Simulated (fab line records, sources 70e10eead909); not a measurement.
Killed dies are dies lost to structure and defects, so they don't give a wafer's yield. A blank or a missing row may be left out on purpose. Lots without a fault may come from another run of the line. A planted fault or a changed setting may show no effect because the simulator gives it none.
Problem report in the 8D (eight disciplines) form, filled by code | flow nand_harc | the parts of the form that need people (team, actions taken, sign-off) are left out

1. THE PROBLEM
killed_at_array at NHARC_END_SORT_01 reads a mean of 671 on 3 wafers of 2 lots; wafers without a fault read 29 with a standard deviation of 11. That is +58 standard deviations from the usual mean.
First seen on wafer L568.4, day 21 07:18, on prober-02. The record holds 6 wafers of 2 lots with a number at this step. Rule for "out", or "out of limits": more than 4 standard deviations from the usual mean. The other wafers with a number count as sound.

2. WHAT IT IS AND WHAT IT IS NOT
question                    | is                           | is not
which readings at this step | killed_at_array, killed_dies | killed_at_other, killed_at_periphery, killed_short
which lots                  | L567, L568                   | -
which wafers of those lots  | L567.5, L568.4, L568.6       | L567.1, L567.6, L568.5
read on which gauges        | prober-01, prober-02         | -
when                        | from day 21 07:18            | up to then (1 sound wafer); but 2 sound wafers of L567, L568 came after

3. SUSPECTS, AND WHAT RULES EACH OUT
Counting: a tool at a process step up to the reading stays a suspect if it ran every lot that is out. Sound lots after the first of them don't rule it out here, since some wafers of a struck lot are sound.
- the gauge at NHARC_END_SORT_01: ruled out. The wafers that are out were read on 2 gauges (prober-01, prober-02).
- rie_diel-11 at NHARC_A_STAIRCASE_TRIM_226 (chemistry O2, time 211.2 s): kept. It ran every lot that is out, first L568 (day 12 18:22). Its own readings are out on those wafers: run_length_s.
- Within rie_diel-11 at NHARC_A_STAIRCASE_TRIM_226: the wafers that are out ran in chamber 0; their sound lot-mates ran in chambers 2, 3.
Left after counting: rie_diel-11 at NHARC_A_STAIRCASE_TRIM_226.

4. THE CAUSE (what the simulator had put in)
Process parameter drift: rie_diel-11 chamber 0, from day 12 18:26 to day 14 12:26, at NHARC_A_STAIRCASE_TRIM_226. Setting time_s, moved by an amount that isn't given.
Counting left only this tool.

5. THE CHAIN OF EFFECTS, in route order
Each row: a reading whose mean over the struck wafers that have a number lies more than 3 standard deviations from the usual. Only readings for which the record gives a usual standard deviation are gone through. hours: the time from each lot's start at the first step in this table that gives one to its start at this step, as a median over the lots. sigmas: the change in usual standard deviations.
hours | step                       | reading         | usual   | on struck wafers | change | sigmas
0     | NHARC_A_STAIRCASE_TRIM_226 | run_length_s    | 232.5 s | 149.3            | -83.2  | -99 or more
205   | NHARC_END_SORT_01          | killed_at_array | 29      | 671              | +642   | +58
205   | NHARC_END_SORT_01          | killed_dies     | 33      | 675              | +642   | +58
The process steps in it:
- NHARC_A_STAIRCASE_TRIM_226: chemistry O2, time 211.2 s.

6. WHAT WOULD HAVE CAUGHT IT SOONER
In this record the first reading out of limits at a measuring or inspecting step was taken at day 21 07:18, 205 hours after the fault began at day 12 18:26.
The tool's own readings at NHARC_A_STAIRCASE_TRIM_226 were out on every struck wafer that the step has a row for (run_length_s): an alarm limit on them would have fired on the first of those.
All the lots that are out (2) had begun NHARC_A_STAIRCASE_TRIM_226 on rie_diel-11 by day 21 07:18. A hold on the tool at that time would have spared none of them.
